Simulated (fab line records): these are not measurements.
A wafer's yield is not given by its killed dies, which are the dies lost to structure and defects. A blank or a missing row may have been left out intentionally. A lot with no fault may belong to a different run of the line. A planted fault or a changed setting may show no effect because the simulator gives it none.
Split-lot trial / flow n5_finfet / 21 wafers read across 7 lots, on a route 1938 steps long

## ON THE SPLIT
At N5_BEOL_M4_TRENCH_ETCH_37 (etches SiOC in C4F6/O2, target depth 55.555 nm, time 29.2 s), the setting time_s was moved away from the recipe's 29.2 s on 10 of the 21 wafers read, by -20.1% to +18.6%. This setting was run at the recipe's value on the other wafers.

## FROM THE SPLIT TO THE READING: what the file shows between them, 13 steps
- N5_BEOL_M4_ETCH_41: etches SiCN in CH3F/O2, target depth 29.9 nm, time 52.5 s
- N5_BEOL_M4_STRIP_97: strips in N2/H2, time 10 s
- N5_BEOL_M4_OCD_MEAS_38
- N5_BEOL_M4_HM_STRIP_39: strips TiN in peroxide tin strip, target depth 25 nm, time 158 s
- N5_BEOL_M4_SRD_40: time 30 s
- N5_BEOL_M4_ECD_50: material Cu, target thk 300 nm
- N5_BEOL_M4_ANNEAL_51: time 90 s
- N5_BEOL_M4_CMP_52: polishes, stops on SiOC, t overpolish 6.8 s, target thk 40 nm
- N5_BEOL_M4_THK_MEAS_53: measures by xrf
- N5_BEOL_M4_PRE_CLEAN_60: time 15 s
- N5_BEOL_M4_CO_CAP_55: material Co, precursor CCTBA/H2, target thk 2 nm, time 102.1 s
- N5_BEOL_M4_PRE_CLEAN_56: time 15 s
- N5_BEOL_M4_DEP_57: deposits SiCN from 3MS/NH3, target thk 8 nm, time 14 s

## THE READING
M4_RS in ohm/sq, measured at N5_BEOL_M4_RS_MEAS_58 by four-point-probe. A value of 0.67 ohm/sq with a standard deviation of 0.033 ohm/sq is what fault-free wafers of this fab line usually give.

wafer=L080.2; tool, chamber at the split=rie_diel-04, 2; time_s as run, s=29.2; against the recipe=recipe; M4_RS, ohm/sq=0.69; against lot-mates on the recipe=-
wafer=L080.3; tool, chamber at the split=rie_diel-04, 1; time_s as run, s=34.16; against the recipe=+17.0%; M4_RS, ohm/sq=0.50; against lot-mates on the recipe=-0.17
wafer=L080.6; tool, chamber at the split=rie_diel-04, 3; time_s as run, s=29.2; against the recipe=recipe; M4_RS, ohm/sq=0.65; against lot-mates on the recipe=-
wafer=L083.4; tool, chamber at the split=rie_diel-04, 3; time_s as run, s=29.2; against the recipe=recipe; M4_RS, ohm/sq=0.67; against lot-mates on the recipe=-
wafer=L083.5; tool, chamber at the split=rie_diel-04, 0; time_s as run, s=23.9; against the recipe=-18.2%; M4_RS, ohm/sq=1.11; against lot-mates on the recipe=+0.44
wafer=L083.6; tool, chamber at the split=rie_diel-04, 1; time_s as run, s=23.9; against the recipe=-18.2%; M4_RS, ohm/sq=0.98; against lot-mates on the recipe=+0.31
wafer=L084.1; tool, chamber at the split=rie_diel-04, 2; time_s as run, s=29.2; against the recipe=recipe; M4_RS, ohm/sq=0.66; against lot-mates on the recipe=-
wafer=L084.2; tool, chamber at the split=rie_diel-04, 0; time_s as run, s=29.2; against the recipe=recipe; M4_RS, ohm/sq=0.69; against lot-mates on the recipe=-
wafer=L084.4; tool, chamber at the split=rie_diel-04, 3; time_s as run, s=29.2; against the recipe=recipe; M4_RS, ohm/sq=0.63; against lot-mates on the recipe=-
wafer=L085.1; tool, chamber at the split=rie_diel-05, 3; time_s as run, s=34.62; against the recipe=+18.6%; M4_RS, ohm/sq=0.51; against lot-mates on the recipe=-0.14
wafer=L085.3; tool, chamber at the split=rie_diel-05, 1; time_s as run, s=34.62; against the recipe=+18.6%; M4_RS, ohm/sq=0.52; against lot-mates on the recipe=-0.13
wafer=L085.4; tool, chamber at the split=rie_diel-05, 2; time_s as run, s=29.2; against the recipe=recipe; M4_RS, ohm/sq=0.65; against lot-mates on the recipe=-
wafer=L086.1; tool, chamber at the split=rie_diel-03, 3; time_s as run, s=29.2; against the recipe=recipe; M4_RS, ohm/sq=0.65; against lot-mates on the recipe=-
wafer=L086.2; tool, chamber at the split=rie_diel-03, 1; time_s as run, s=30.92; against the recipe=+5.9%; M4_RS, ohm/sq=0.58; against lot-mates on the recipe=-0.07
wafer=L086.5; tool, chamber at the split=rie_diel-03, 2; time_s as run, s=30.92; against the recipe=+5.9%; M4_RS, ohm/sq=0.61; against lot-mates on the recipe=-0.04
wafer=L088.3; tool, chamber at the split=rie_diel-04, 2; time_s as run, s=29.2; against the recipe=recipe; M4_RS, ohm/sq=0.65; against lot-mates on the recipe=-
wafer=L088.4; tool, chamber at the split=rie_diel-04, 0; time_s as run, s=24.92; against the recipe=-14.7%; M4_RS, ohm/sq=0.85; against lot-mates on the recipe=+0.20
wafer=L088.6; tool, chamber at the split=rie_diel-04, 2; time_s as run, s=24.92; against the recipe=-14.7%; M4_RS, ohm/sq=0.83; against lot-mates on the recipe=+0.18
wafer=L092.2; tool, chamber at the split=rie_diel-05, 0; time_s as run, s=29.2; against the recipe=recipe; M4_RS, ohm/sq=0.65; against lot-mates on the recipe=-
wafer=L092.3; tool, chamber at the split=rie_diel-05, 1; time_s as run, s=29.2; against the recipe=recipe; M4_RS, ohm/sq=0.69; against lot-mates on the recipe=-
wafer=L092.5; tool, chamber at the split=rie_diel-05, 2; time_s as run, s=23.34; against the recipe=-20.1%; M4_RS, ohm/sq=0.99; against lot-mates on the recipe=+0.32

THE FIT
A straight line over all 21 wafers: M4_RS changes by -0.0135 ohm/sq for each +1% of time_s; r = -0.94; the points scatter about the line by 0.059 ohm/sq.
The same after taking each lot's own level away (the mean of its wafers on the recipe; 21 wafers): -0.0132 ohm/sq for each +1%; r = -0.94; scatter 0.057 ohm/sq.
The reading moves by 0.27 ohm/sq for the largest change in time_s, on that fit.
Measured against the standard deviation above, the lots' own levels, which go from 0.650 to 0.670 ohm/sq, span 0.6 times it.
The two slopes agree, so the slope changes little with the lot-to-lot level.
Check: with one of the wafers moved furthest among these (-20.1%) left out of the fit, the line predicts +0.29 ohm/sq for it against its lot-mates. It came out at +0.32 ohm/sq against them.

## FURTHER SPLITS ON THESE WAFERS
Other splits were also applied to these wafers ahead of the reading. Each is held against what the fit with the lots' levels taken away leaves over:
other split on the same wafers=N5_BEOL_M3_ETCH_70 time_s; wafers away from the commonest value=8; r with M4_RS (lot level and that fit taken away)=+0.14
other split on the same wafers=N5_BEOL_M3_TRENCH_ETCH_37 time_s; wafers away from the commonest value=7; r with M4_RS (lot level and that fit taken away)=-0.08
other split on the same wafers=N5_BEOL_M3_DEP_57 time_s; wafers away from the commonest value=6; r with M4_RS (lot level and that fit taken away)=-0.28

## THE WHOLE CHAIN: every reading that the file lists as answering this split, in the file's order
step=N5_BEOL_M4_TRENCH_ETCH_37; what it does=etches SiOC in C4F6/O2, target depth 55.555 nm, time 29.2 s; reading=BEOL_M4.feature_depth_nm (the simulator's own value, which no gauge read); change (the file's fit)=+0.516 nm for each +1% of the setting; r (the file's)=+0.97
step=N5_BEOL_M4_TRENCH_ETCH_37; what it does=etches SiOC in C4F6/O2, target depth 55.555 nm, time 29.2 s; reading=etch.depth_nm (the simulator's own value, which no gauge read); change (the file's fit)=+0.516 nm for each +1% of the setting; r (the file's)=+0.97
step=N5_BEOL_M4_OCD_MEAS_38; what it does=; reading=trench_depth_nm; change (the file's fit)=+0.522 nm for each +1% of the setting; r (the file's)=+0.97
step=N5_BEOL_M4_CMP_52; what it does=polishes, stops on SiOC, t overpolish 6.8 s, target thk 40 nm; reading=Cu_of_BEOL_M4_ECD_50.thk_nm (the simulator's own value, which no gauge read); change (the file's fit)=+0.537 nm for each +1% of the setting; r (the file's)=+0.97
step=N5_BEOL_M4_THK_MEAS_53; what it does=measures by xrf; reading=M4_THK; change (the file's fit)=+0.55 for each +1% of the setting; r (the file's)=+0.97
step=N5_BEOL_M4_RS_MEAS_58; what it does=measures by four-point-probe; reading=M4_RS; change (the file's fit)=-0.0135 for each +1% of the setting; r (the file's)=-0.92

## FILE'S OWN FIT
M4_RS changes by -0.0135 ohm/sq for each +1% of time_s, r = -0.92.
